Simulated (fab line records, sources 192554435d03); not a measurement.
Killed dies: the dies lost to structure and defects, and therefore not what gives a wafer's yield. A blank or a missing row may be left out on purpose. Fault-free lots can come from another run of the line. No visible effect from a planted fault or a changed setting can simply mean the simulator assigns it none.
fab line records | flow n5Finfet
record lots=12 wafers=34 lastDay=17
route steps=1938 shown BEOL_M5@1187 BEOL_M6@1207 PASSIVATION@1936
lots untouched by any fault: they come from a run of this same line in which no faults occurred
startH: the number of hours between the record's first day and the start of the first shown wafer of the lot | waitH: how many hours have passed since the lot's step before this one | " as in the row above | L1.1+2: one row covering several wafers at once | - value missing, or start not given | * or withheld: withheld | < > ~ a bound
route shown NAME@n: a module of which the file shows steps, and the number in the route of the first | usual: average and standard deviation across the fault-free wafers | same: alike in all rows | chamber/n: place in a boat | sites: per-site readings | _std_site: their standard deviation | _edge_site: the outer-site mean with the inner-site mean subtracted | radiusMm: how far each site lies from the wafer's centre | mask NAME#n: copy n | behind: the last tool/chamber to shape the wafer | hold: cause of the lot's hold/its duration in hours/its outcome | device: the transistor (n, p or np) that didn't switch | end of line: the same wafers' tests at the end of the route | a step given without rows: its recipe and nothing more | killed: not the wafer's yield, but the dies lost to structure and defects at the first sort | map: a wafer's dies, marking killed ones x, the rest . and places with no die _
set.NAME: the run value of the setting; set.NAME@STEP: its run value at that earlier step | model.NAME: the simulator's own value behind a step, which no gauge read
one table for each step of the route and one row for each wafer, over a sample of lots
services: from which hour (startH, from the record's first day; less than 0 if before it) a tool's chamber was out of use, for how many hours, and why
## steps
# step N5_BEOL_M5_THK_MEAS_53
# recipe thkMeasGauge=xrf reads=Cu_of_BEOL_M5_ECD_50
# usual M5_THK=62.5/2.1
# columns lot.wafer tool chamber startH waitH M5_THK[nm]
L640.1 filmMetro-01 - 194.07 - 59.8
L640.4 " - " " 60.3
L640.5 " - " " 62.7
L641.3 filmMetro-02 - 196.89 - 62.7
L641.4 " - " " 62.6
L641.6 " - " " 66.3
L647.2 filmMetro-02 - 226.55 - 63.5
L647.5 " - " " 61.2
L647.6 " - " " 60.9
L648.1 filmMetro-01 - 244.16 - 64.0
L648.2 " - " " 65.2
L648.3 " - " " 63.7
L651.4 filmMetro-01 - 249.83 - 60.6
L651.6 " - " " 63.8
L653.2 filmMetro-02 - 268.36 - 63.3
L653.3 " - " " 62.2
L653.6 " - " " 60.7
L652.2 filmMetro-01 - 270.24 - 65.3
L652.4 " - " " 63.1
L652.5 " - " " 62.4
L656.3 filmMetro-01 - 286.83 - 63.0
L656.4 " - " " 61.5
L656.6 " - " " 62.3
L658.1 filmMetro-02 - 293.85 - 61.1
L658.4 " - " " 62.0
L657.2 filmMetro-01 - 297.41 - 60.8
L657.4 " - " " 66.2
L657.5 " - " " 63.0
L660.2 filmMetro-01 - 300.82 - 58.5
L660.3 " - " " 61.3
L660.6 " - " " 62.4
L661.1 filmMetro-02 - 320.06 - 58.9
L661.3 " - " " 65.3
L661.5 " - " " 61.7
# step N5_BEOL_M5_CO_CAP_78
# recipe material=Co targetThkA=20 tempC=200 precursor=CCTBA/H2 pressureTorr=30 timeS=102.1
# usual heaterPowerW=234/8.4
# columns lot.wafer tool chamber startH waitH heaterPowerW
L640.1 cvdCo-02 0 194.15 0.0 239
L640.4 " 0 " " 236
L640.5 " 2 " " 244
L641.3 cvdCo-02 0 196.96 0.0 236
L641.4 " 0 " " 241
L641.6 " 1 " " 228
L647.2 cvdCo-01 0 226.73 0.0 232
L647.5 " 2 " " 221
L647.6 " 1 " " 244
L648.1 cvdCo-01 2 244.23 0.0 220
L648.2 " 1 " " 239
L648.3 " 0 " " 220
L651.4 cvdCo-02 1 249.99 0.0 226
L651.6 " 2 " " 245
L653.2 cvdCo-01 1 268.43 0.0 236
L653.3 " 0 " " 229
L653.6 " 0 " " 230
L652.2 cvdCo-01 2 270.31 0.0 230
L652.4 " 2 " " 225
L652.5 " 0 " " 235
L656.3 cvdCo-01 1 286.90 0.0 242
L656.4 " 1 " " 240
L656.6 " 2 " " 224
L658.1 cvdCo-02 0 293.92 0.0 246
L658.4 " 1 " " 227
L657.2 cvdCo-01 1 297.49 0.0 248
L657.4 " 1 " " 247
L657.5 " 2 " " 226
L660.2 cvdCo-01 1 300.89 0.0 242
L660.3 " 0 " " 232
L660.6 " 2 " " 222
L661.1 cvdCo-02 1 320.29 0.0 225
L661.3 " 2 " " 248
L661.5 " 0 " " 236
# step N5_BEOL_M6_CD_MEAS_11
# recipe targetCdNm=38.5 landingEnergyEv=500 detector=seInlens polarity=opening
# usual cdNm=38.4/0.68
# columns lot.wafer tool chamber startH waitH cdNm
L640.1 cdSem-01 0 196.81 - 38.8
L640.4 " 0 " " 39.1
L640.5 " 0 " " 38.5
L641.3 cdSem-03 0 200.48 - 38.6
L641.4 " 0 " " 38.9
L641.6 " 0 " " 38.8
L647.2 cdSem-02 0 229.51 - 37.5
L647.5 " 0 " " 37.5
L647.6 " 0 " " 36.4
L648.1 cdSem-03 0 247.84 - 37.7
L648.2 " 0 " " 36.7
L648.3 " 0 " " 37.8
L651.4 cdSem-02 0 252.71 - 39.1
L651.6 " 0 " " 39.6
L653.2 cdSem-02 0 270.66 - 38.1
L653.3 " 0 " " 39.1
L653.6 " 0 " " 38.7
L652.2 cdSem-02 0 273.50 - 39.0
L652.4 " 0 " " 38.4
L652.5 " 0 " " 38.3
L656.3 cdSem-03 0 291.09 - 38.1
L656.4 " 0 " " 39.3
L656.6 " 0 " " 38.5
L658.1 cdSem-01 0 297.73 - 38.1
L658.4 " 0 " " 37.7
L657.2 cdSem-02 0 299.10 - 39.7
L657.4 " 0 " " 39.1
L657.5 " 0 " " 38.9
L660.2 cdSem-02 0 302.82 - 39.0
L660.3 " 0 " " 38.7
L660.6 " 0 " " 38.4
L661.1 cdSem-02 0 323.52 - 38.5
L661.3 " 0 " " 38.7
L661.5 " 0 " " 38.2
# step N5_BEOL_M6_ETCH_61
# recipe chemistry=CF4 target=SiARC targetDepthA=455 maskMaterial=CAR-ArF timeS=75.8 ionEnergyEv=80 pressureMtorr=40 sourceW=545 biasW=36 Ar_flow_sccm=100 cf4FlowSccm=100 ends=cleared
# usual biasW=35.98/0.1 drypumpMotorCurrentA=5.5/0.56 etchRfOnTimeS=76.0/2.2 oesProductAu=0.69/0.068 rfVppV=184.4/1.2 showerheadPlenumPTorr=2.15/0.065 throttleValvePct=15.51/0.2
# columns lot.wafer tool chamber startH waitH biasW drypumpMotorCurrentA etchRfOnTimeS oesProductAu rfHoursCounterH rfVppV showerheadPlenumPTorr throttleValvePct
L640.1 rieDiel-06 0 196.94 0.0 35.98 4.8 76.1 0.72 57 184.2 2.09 15.41
L640.4 " 3 " " 35.95 5.7 76.3 0.83 1 183.1 2.10 15.12
L640.5 " 1 " " 35.98 5.6 78.0 0.57 - 184.9 2.18 16.02
L641.3 rieDiel-06 2 201.38 0.0 35.89 6.4 74.3 0.76 34 185.1 2.27 15.41
L641.4 " 1 " " 36.00 5.6 79.3 0.57 247 185.5 2.18 16.01
L641.6 " 1 " " 35.97 5.5 78.8 0.57 - 184.3 2.18 16.01
L647.2 rieDiel-02 2 230.42 0.0 36.04 4.7 77.2 0.65 140 186.0 2.22 15.35
L647.5 " 0 " " 36.16 5.5 72.9 0.67 - 185.0 2.14 15.52
L647.6 " 1 " " 36.04 5.3 76.5 0.63 - 184.8 2.16 15.72
L648.1 rieDiel-02 1 248.21 0.0 35.87 5.3 76.9 0.62 196 182.9 2.15 15.72
L648.2 " 0 " " 36.01 5.5 73.3 0.67 156 185.0 2.13 15.54
L648.3 " 3 " " 36.04 6.4 76.1 0.58 234 184.2 2.12 15.88
L651.4 rieDiel-02 3 252.96 0.0 36.23 6.5 75.9 0.59 236 184.3 2.12 15.90
L651.6 " 3 " " 35.98 6.5 76.1 0.58 - 180.6 2.12 15.88
L653.2 rieDiel-05 3 270.78 0.0 35.94 5.7 80.3 0.71 43 183.0 2.08 15.58
L653.3 " 0 " " 35.99 5.4 77.8 0.65 140 183.7 2.06 15.55
L653.6 " 2 " " 36.04 6.5 80.3 0.69 - 184.6 2.27 15.53
L652.2 rieDiel-05 0 273.62 0.0 36.02 5.4 76.6 0.65 140 182.6 2.07 15.55
L652.4 " 2 " " 36.00 6.5 79.5 0.70 63 185.8 2.27 15.53
L652.5 " 0 " " 35.91 5.4 76.2 0.66 - 183.4 2.07 15.56
L656.3 rieDiel-05 1 291.23 0.0 37.38 5.5 71.3 0.81 21 189.8 2.11 15.29
L656.4 " 2 " " 37.63 6.4 77.9 0.70 70 191.1 2.27 15.54
L656.6 " 1 " " 37.49 5.5 71.0 0.81 - 188.5 2.11 15.29
L658.1 rieDiel-02 2 298.10 0.0 35.99 4.7 78.8 0.63 164 185.5 2.21 15.38
L658.4 " 2 " " 35.92 4.7 78.8 0.62 - 186.4 2.21 15.40
L657.2 rieDiel-05 2 299.22 0.0 37.59 6.5 78.5 0.69 73 190.6 2.27 15.55
L657.4 " 3 " " 37.37 5.7 78.4 0.72 53 189.3 2.08 15.61
L657.5 " 1 " " 37.54 5.4 72.7 0.79 - 188.9 2.11 15.31
L660.2 rieDiel-02 2 302.94 0.0 35.99 4.7 78.7 0.63 166 185.5 2.21 15.38
L660.3 " 1 " " 36.15 5.3 76.5 0.61 216 183.0 2.15 15.77
L660.6 " 0 " " 35.92 5.5 73.0 0.65 - 182.9 2.13 15.58
L661.1 rieDiel-06 1 323.64 0.0 36.01 5.6 74.9 0.74 38 185.4 2.17 15.52
L661.3 " 3 " " 36.12 5.7 76.8 0.73 51 183.9 2.09 15.23
L661.5 " 3 " " 36.11 5.7 76.4 0.73 - 182.8 2.09 15.23
# step N5_PASSIVATION_PROBE_49
# usual defectLimitedYield=91.6/1.4 killed_at_M0_to_M3=32/9.5 killed_at_M4_up=13/6 killedAtContacts=12/5.6 killedAtFrontEnd=39/11 killedAtOther=2.8/2.3 killedDies=99/16 killedOpen=65/12 killedShort=32/7.6 sort_bin_4_leakage=0.1/0.88 sort_bin_5_function=4.8/0.88 sort_bin_6_memory=3.2/0.65 sortNPass=1077/29 sortYieldPct=91.2/2.5
# same grossDies=1180 killedAtBackSide=0 sort_bin_8_speed[%]=0
# columns lot.wafer tool chamber startH waitH defectLimitedYield[%] killed_at_M0_to_M3 killed_at_M4_up killedAtContacts killedAtFrontEnd killedAtOther killedDies killedOpen killedShort sort_bin_4_leakage[%] sort_bin_5_function[%] sort_bin_6_memory[%] sortNPass sortYieldPct[%]
L641.3 prober-01 - 287.07 0.1 93.0 23 12 3 45 0 83 59 24 0 3.6 3.0 1097 93.0
L641.4 prober-01 - 287.12 0.2 90.2 42 9 6 59 0 116 86 29 0 5.9 3.8 1064 90.2
L641.6 prober-01 - 287.22 0.3 90.2 46 15 9 45 1 116 78 38 0 4.9 4.7 1064 90.2
L640.1 prober-02 - 299.46 0.0 90.2 44 13 20 37 2 116 79 36 0 5.8 3.7 1064 90.2
L640.4 prober-02 - 299.61 0.2 90.0 27 9 15 64 3 118 77 40 0 5.9 4.0 1062 90.0
L640.5 prober-02 - 299.66 0.2 91.0 51 10 11 33 1 106 54 50 0 5.7 3.1 1074 91.0
L647.2 prober-01 - 320.65 0.1 94.9 20 6 11 20 3 60 35 22 0 2.8 2.2 1120 94.9
L647.5 prober-01 - 320.80 0.2 91.7 34 7 13 43 1 98 61 29 0 4.8 2.6 1082 91.7
L647.6 prober-01 - 320.85 0.3 93.5 37 6 8 25 1 77 52 24 0 3.6 2.9 1103 93.5
L648.1 prober-02 - 333.58 0.0 87.7 36 12 25 70 2 145 84 60 0 7.8 3.8 1035 87.7
L648.2 prober-02 - 333.63 0.1 90.2 32 19 25 35 5 116 78 38 0 5.9 3.7 1064 90.2
L648.3 prober-02 - 333.68 0.1 92.9 25 7 16 30 6 84 52 29 0 4.0 3.0 1096 92.9
L651.4 prober-02 - 337.42 0.2 91.9 32 12 8 41 3 96 66 30 0 4.2 3.6 1084 91.9
L651.6 prober-02 - 337.52 0.3 90.3 37 9 6 59 4 115 67 40 0 4.5 4.2 1065 90.3
L653.2 prober-02 - 359.65 0.1 91.6 24 17 7 45 6 99 58 38 0 4.5 3.6 1081 91.6
L653.3 prober-02 - 359.70 0.1 89.9 36 22 8 46 7 119 72 44 0 6.4 3.3 1061 89.9
L653.6 prober-02 - 359.85 0.3 92.2 27 16 8 37 4 92 65 27 0 4.7 2.6 1088 92.2
L652.2 prober-02 - 368.67 0.1 87.8 41 26 13 55 9 144 98 42 0 7.1 4.6 1036 87.8
L652.4 prober-02 - 368.77 0.2 90.2 27 25 6 54 4 116 77 26 0 5.2 3.8 1064 90.2
L652.5 prober-02 - 368.82 0.2 90.0 38 23 6 49 2 118 89 27 0 5.8 4.1 1062 90.0
L656.3 prober-01 - 375.82 0.8 91.4 35 19 9 35 3 101 75 26 0 5.2 3.0 1079 91.4
L656.4 prober-01 - 375.87 0.9 88.7 38 20 24 51 0 133 92 36 0 5.8 4.5 1047 88.7
L656.6 prober-01 - 375.97 1.0 89.7 30 30 12 49 1 122 88 33 0 5.4 4.6 1058 89.7
L660.2 prober-01 - 394.98 0.1 90.1 54 6 8 48 1 117 76 41 0.2 5.3 4.3 1061 89.9
L660.3 prober-01 - 395.03 0.1 90.5 29 15 15 51 2 112 72 39 0 5.4 3.4 1068 90.5
L660.6 prober-01 - 395.18 0.3 89.5 31 14 13 60 6 124 83 41 0 6.4 3.8 1056 89.5
L658.1 prober-02 - 395.51 0.0 90.8 42 19 14 33 1 109 66 31 0.2 5.1 3.1 1069 90.6
L658.4 prober-02 - 395.66 0.2 92.1 33 7 14 39 0 93 54 36 0 5.0 2.4 1087 92.1
L661.1 prober-02 - 411.86 0.0 92.5 38 17 11 23 0 89 68 20 0 4.7 2.7 1091 92.5
L661.3 prober-02 - 411.96 0.1 93.0 32 10 14 27 0 83 64 19 0 4.0 2.8 1097 93.0
L661.5 prober-02 - 412.06 0.2 91.1 34 16 11 43 1 105 71 33 0 5.3 3.5 1075 91.1
# killed by level:class
L641.3 FIN_SAQP:geometricParticle:short=12 FIN_SAQP:geometricParticle:open=9 STI_FIN_REVEAL:geometricParticle:open=8 BEOL_M2:geometricParticle:open=7 STARTING-WAFER:geometricParticle:open=7 BEOL_M3:geometricParticle:open=7 BEOL_M0_SAQP:geometricParticle:open=4 BEOL_M4:geometricParticle:open=4
L641.4 STI_FIN_REVEAL:geometricParticle:open=25 BEOL_M2:geometricParticle:open=15 FIN_SAQP:geometricParticle:short=10 FIN_SAQP:geometricParticle:open=9 BEOL_M3:geometricParticle:open=9 DUMMY_GATE:geometricParticle:open=4 MOL_CONTACT_COAG:geometricParticle:open=4 BEOL_M0_SAQP:geometricParticle:open=4
L641.6 BEOL_M0_SAQP:geometricParticle:short=14 FIN_SAQP:geometricParticle:open=11 STI_FIN_REVEAL:geometricParticle:open=10 BEOL_M0_SAQP:geometricParticle:open=10 MOL_CONTACT_COAG:geometricParticle:open=7 FIN_SAQP:geometricParticle:short=6 BEOL_M3:geometricParticle:open=6 BEOL_M2:geometricParticle:open=5
L640.1 MOL_CONTACT_COAG:geometricParticle:open=17 BEOL_M0_SAQP:geometricParticle:short=12 BEOL_M2:geometricParticle:open=11 FIN_SAQP:geometricParticle:open=10 DUMMY_GATE:geometricParticle:open=10 BEOL_M0_SAQP:geometricParticle:open=6 BEOL_M5:geometricParticle:open=5 BEOL_M3:geometricParticle:open=5
L640.4 STI_FIN_REVEAL:geometricParticle:open=20 MOL_CONTACT_COAG:geometricParticle:open=14 FIN_SAQP:geometricParticle:open=11 GATE_CUT:geometricParticle:short=7 BEOL_M1:geometricParticle:short=6 DUMMY_GATE:geometricParticle:open=5 ILD0:geometricParticle:short=5 BEOL_M0_SAQP:geometricParticle:open=5
L640.5 BEOL_M0_SAQP:geometricParticle:short=22 BEOL_M0_SAQP:geometricParticle:open=16 FIN_SAQP:geometricParticle:short=10 MOL_CONTACT_COAG:geometricParticle:open=8 BEOL_M1:geometricParticle:short=8 STARTING-WAFER:geometricParticle:open=5 FIN_SAQP:geometricParticle:open=4 STI_FIN_REVEAL:geometricParticle:open=3
L647.2 MOL_CONTACT_COAG:geometricParticle:open=9 BEOL_M3:geometricParticle:short=5 ILD0:geometricParticle:open=4 BEOL_M2:geometricParticle:open=4 FIN_SAQP:geometricParticle:short=3 DUMMY_GATE:geometricParticle:open=3 BEOL_M0_SAQP:geometricParticle:short=3 BEOL_M6:geometricParticle:open=3
L647.5 FIN_SAQP:geometricParticle:open=14 MOL_CONTACT_COAG:geometricParticle:open=11 BEOL_M0_SAQP:geometricParticle:open=10 BEOL_M0_SAQP:geometricParticle:short=9 FIN_SAQP:geometricParticle:short=7 BEOL_M3:geometricParticle:open=7 HKMG_FIN:areaEtch=7 DUMMY_GATE:geometricParticle:open=5
L647.6 BEOL_M3:geometricParticle:short=9 MOL_CONTACT_COAG:geometricParticle:open=7 BEOL_M0_SAQP:geometricParticle:short=7 BEOL_M3:geometricParticle:open=6 FIN_SAQP:geometricParticle:open=5 STI_FIN_REVEAL:geometricParticle:open=5 BEOL_M0_SAQP:geometricParticle:open=5 BEOL_M2:geometricParticle:open=4
L648.1 FIN_SAQP:geometricParticle:open=23 FIN_SAQP:geometricParticle:short=13 MOL_CONTACT_COAG:geometricParticle:open=13 MOL_CONTACT_COAG:geometricParticle:short=12 BEOL_M3:geometricParticle:open=9 GATE_CUT:geometricParticle:short=8 BEOL_M0_SAQP:geometricParticle:short=8 BEOL_M4:geometricParticle:open=7
L648.2 MOL_CONTACT_COAG:geometricParticle:open=19 FIN_SAQP:geometricParticle:short=8 BEOL_M3:geometricParticle:open=8 BEOL_M2:geometricParticle:open=7 MOL_CONTACT_COAG:geometricParticle:short=6 BEOL_M0_SAQP:geometricParticle:open=6 DUMMY_GATE:geometricParticle:open=5 BEOL_M4:geometricParticle:open=5
L648.3 MOL_CONTACT_COAG:geometricParticle:open=13 FIN_SAQP:geometricParticle:short=7 FIN_SAQP:geometricParticle:open=6 BEOL_M3:geometricParticle:open=6 STI_FIN_REVEAL:geometricParticle:open=5 BEOL_M0_SAQP:geometricParticle:open=4 MOL_CONTACT_COAG:geometricParticle:short=3 BEOL_M2:geometricParticle:open=3
L651.4 STI_FIN_REVEAL:geometricParticle:open=10 BEOL_M4:geometricParticle:open=10 BEOL_M0_SAQP:geometricParticle:open=8 FIN_SAQP:geometricParticle:short=7 MOL_CONTACT_COAG:geometricParticle:open=7 FIN_SAQP:geometricParticle:open=6 GATE_CUT:geometricParticle:short=6 BEOL_M0_SAQP:geometricParticle:short=6
L651.6 STI_FIN_REVEAL:geometricParticle:open=10 GATE_CUT:geometricParticle:open=10 BEOL_M0_SAQP:geometricParticle:short=10 BEOL_M0_SAQP:geometricParticle:open=9 GATE_CUT:geometricParticle:short=8 BEOL_M2:geometricParticle:open=8 FIN_SAQP:geometricParticle:short=7 HKMG_FIN:areaEtch=7
L653.2 FIN_SAQP:geometricParticle:short=11 FIN_SAQP:geometricParticle:open=7 BEOL_M2:geometricParticle:open=7 STI_FIN_REVEAL:geometricParticle:open=6 MOL_CONTACT_COAG:geometricParticle:open=6 BEOL_M5:geometricParticle:open=6 ILD0:geometricParticle:short=5 BEOL_M0_SAQP:geometricParticle:open=5
L653.3 FIN_SAQP:geometricParticle:short=9 FIN_SAQP:geometricParticle:open=9 STI_FIN_REVEAL:geometricParticle:open=8 BEOL_M4:geometricParticle:open=8 MOL_CONTACT_COAG:geometricParticle:open=6 BEOL_M0_SAQP:geometricParticle:short=6 BEOL_M3:geometricParticle:open=5 DUMMY_GATE:geometricParticle:open=5
L653.6 BEOL_M2:geometricParticle:open=9 MOL_CONTACT_COAG:geometricParticle:open=8 STI_FIN_REVEAL:geometricParticle:open=6 BEOL_M0_SAQP:geometricParticle:short=6 BEOL_M0_SAQP:geometricParticle:open=6 DUMMY_GATE:geometricParticle:open=5 BEOL_M5:geometricParticle:open=5 FIN_SAQP:geometricParticle:short=4
L652.2 STI_FIN_REVEAL:geometricParticle:open=18 FIN_SAQP:geometricParticle:open=14 BEOL_M1:geometricParticle:open=12 BEOL_M2:geometricParticle:open=10 MOL_CONTACT_COAG:geometricParticle:open=9 FIN_SAQP:geometricParticle:short=8 BEOL_M4:geometricParticle:open=8 BEOL_M4:geometricParticle:short=8
L652.4 FIN_SAQP:geometricParticle:open=16 BEOL_M2:geometricParticle:open=12 HKMG_FIN:areaEtch=8 SPACER0:geometricParticle:open=5 STI_FIN_REVEAL:geometricParticle:open=5 MOL_CONTACT_COAG:geometricParticle:open=5 BEOL_M4:geometricParticle:open=5 BEOL_M0:geometricParticle:open=4
L652.5 BEOL_M2:geometricParticle:open=14 STI_FIN_REVEAL:geometricParticle:open=13 FIN_SAQP:geometricParticle:open=12 BEOL_M4:geometricParticle:open=12 FIN_SAQP:geometricParticle:short=10 BEOL_M3:geometricParticle:open=9 MOL_CONTACT_COAG:geometricParticle:open=6 BEOL_M1:geometricParticle:open=6
L656.3 BEOL_M4:geometricParticle:open=13 FIN_SAQP:geometricParticle:open=8 STI_FIN_REVEAL:geometricParticle:open=8 MOL_CONTACT_COAG:geometricParticle:open=8 BEOL_M0_SAQP:geometricParticle:open=7 BEOL_M0_SAQP:geometricParticle:short=6 BEOL_M2:geometricParticle:open=6 DUMMY_GATE:geometricParticle:open=5
L656.4 MOL_CONTACT_COAG:geometricParticle:open=21 BEOL_M1:geometricParticle:open=13 BEOL_M4:geometricParticle:open=11 STI_FIN_REVEAL:geometricParticle:open=10 BEOL_M0_SAQP:geometricParticle:open=10 FIN_SAQP:geometricParticle:short=9 DUMMY_GATE:geometricParticle:open=7 BEOL_M2:geometricParticle:open=6
L656.6 BEOL_M4:geometricParticle:open=14 STI_FIN_REVEAL:geometricParticle:open=13 FIN_SAQP:geometricParticle:open=10 BEOL_M0_SAQP:geometricParticle:open=10 MOL_CONTACT_COAG:geometricParticle:open=9 DUMMY_GATE:geometricParticle:open=8 BEOL_M1:geometricParticle:short=8 BEOL_M0_SAQP:geometricParticle:short=6
L660.2 FIN_SAQP:geometricParticle:open=18 BEOL_M1:geometricParticle:short=16 BEOL_M1:geometricParticle:open=14 BEOL_M2:geometricParticle:open=9 FIN_SAQP:geometricParticle:short=7 MOL_CONTACT_COAG:geometricParticle:open=7 BEOL_M0_SAQP:geometricParticle:open=6 DUMMY_GATE:geometricParticle:open=4
L660.3 FIN_SAQP:geometricParticle:short=13 FIN_SAQP:geometricParticle:open=12 MOL_CONTACT_COAG:geometricParticle:open=12 DUMMY_GATE:geometricParticle:open=7 BEOL_M2:geometricParticle:open=7 STI_FIN_REVEAL:geometricParticle:open=6 BEOL_M0_SAQP:geometricParticle:open=5 BEOL_M4:geometricParticle:open=5
L660.6 FIN_SAQP:geometricParticle:open=14 FIN_SAQP:geometricParticle:short=11 MOL_CONTACT_COAG:geometricParticle:open=11 DUMMY_GATE:geometricParticle:open=10 STI_FIN_REVEAL:geometricParticle:open=9 BEOL_M5:geometricParticle:open=7 BEOL_M2:geometricParticle:open=6 BEOL_M0_SAQP:geometricParticle:open=5
L658.1 MOL_CONTACT_COAG:geometricParticle:open=11 BEOL_M0_SAQP:geometricParticle:open=9 HKMG_FIN:areaEtch=9 BEOL_M0_SAQP:geometricParticle:short=8 BEOL_M2:geometricParticle:open=8 BEOL_M1:geometricParticle:open=6 BEOL_M4:geometricParticle:open=6 DUMMY_GATE:geometricParticle:open=5
L658.4 BEOL_M0_SAQP:geometricParticle:open=13 MOL_CONTACT_COAG:geometricParticle:open=12 BEOL_M0_SAQP:geometricParticle:short=11 GATE_CUT:geometricParticle:short=10 DUMMY_GATE:geometricParticle:open=7 STARTING-WAFER:geometricParticle:short=5 BEOL_M1:geometricParticle:open=4 STARTING-WAFER:geometricParticle:open=4
L661.1 MOL_CONTACT_COAG:geometricParticle:open=11 BEOL_M4:geometricParticle:open=10 BEOL_M0_SAQP:geometricParticle:open=9 BEOL_M0:geometricParticle:open=8 BEOL_M0_SAQP:geometricParticle:short=7 BEOL_M2:geometricParticle:open=7 DUMMY_GATE:geometricParticle:open=5 STI_FIN_REVEAL:geometricParticle:open=4
L661.3 MOL_CONTACT_COAG:geometricParticle:open=13 FIN_SAQP:geometricParticle:open=9 BEOL_M0_SAQP:geometricParticle:open=9 BEOL_M4:geometricParticle:open=5 STI_FIN_REVEAL:geometricParticle:open=4 BEOL_M0:geometricParticle:open=4 BEOL_M1:geometricParticle:short=4 BEOL_M3:geometricParticle:open=4
L661.5 STI_FIN_REVEAL:geometricParticle:open=17 BEOL_M3:geometricParticle:open=12 BEOL_M4:geometricParticle:open=8 BEOL_M0_SAQP:geometricParticle:short=7 MOL_CONTACT_COAG:geometricParticle:open=6 FIN_SAQP:geometricParticle:short=5 STI_FIN_REVEAL:geometricParticle:short=5 MOL_CONTACT_COAG:geometricParticle:short=5
## services
# columns tool chamber startH hours kind
rieDiel-06 3 172.77 - clean
rieDiel-06 3 172.77 - consumableReplace:focusRing
rieDiel-06 3 172.77 22.0 scheduledDown
rieDiel-06 3 172.77 22.0 ventCycle
cvdCo-02 0 176.20 9.3 repair
rieDiel-05 - 198.73 14.6 pm
rieDiel-06 1 206.72 - clean
rieDiel-05 1 216.85 - clean
rieDiel-05 1 216.85 - consumableReplace:focusRing
rieDiel-05 0 231.06 1.6 repair
cvdCo-02 - 236.57 0.5 repair
rieDiel-06 - 236.71 0.9 repair
rieDiel-06 0 252.51 12.0 repair
rieDiel-02 3 262.99 5.7 repair
cvdCo-02 - 263.49 0.8 repair
rieDiel-02 - 271.93 0.3 repair
rieDiel-05 0 291.72 5.4 repair
rieDiel-02 3 294.43 - clean
rieDiel-02 3 294.43 - consumableReplace:esc
rieDiel-02 3 294.43 - consumableReplace:focusRing
rieDiel-02 3 294.43 26.6 scheduledDown
rieDiel-02 3 294.43 26.6 ventCycle
rieDiel-06 0 295.00 3.9 repair
rieDiel-06 2 319.55 5.6 repair
## key
firstSign step=N5_BEOL_M6_ETCH_61 reading=biasW direction=up sigmas=15 usual=* struck=*
effect step=N5_BEOL_M6_ETCH_61 reading=rfVppV direction=up sigmas=4.3 usual=184.4 struck=189.7
metAt N5_BEOL_M6_ETCH_61
struckLots L656,L657
rowsEnd L657.2,L657.4,L657.5
notActingAt N5_BEOL_M5_THK_MEAS_53,N5_BEOL_M5_CO_CAP_78,N5_BEOL_M6_CD_MEAS_11
onsetBetween 273.62 291.23
fault kind=processParameterDrift tool=rieDiel-05 chamber=- onsetH=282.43 steps=N5_BEOL_M6_ETCH_61 channel=biasW offset=* shape=step actsIn=* stated=*
# rowsEnd: these wafers met a further fault down the route, and their rows from its step on are left out
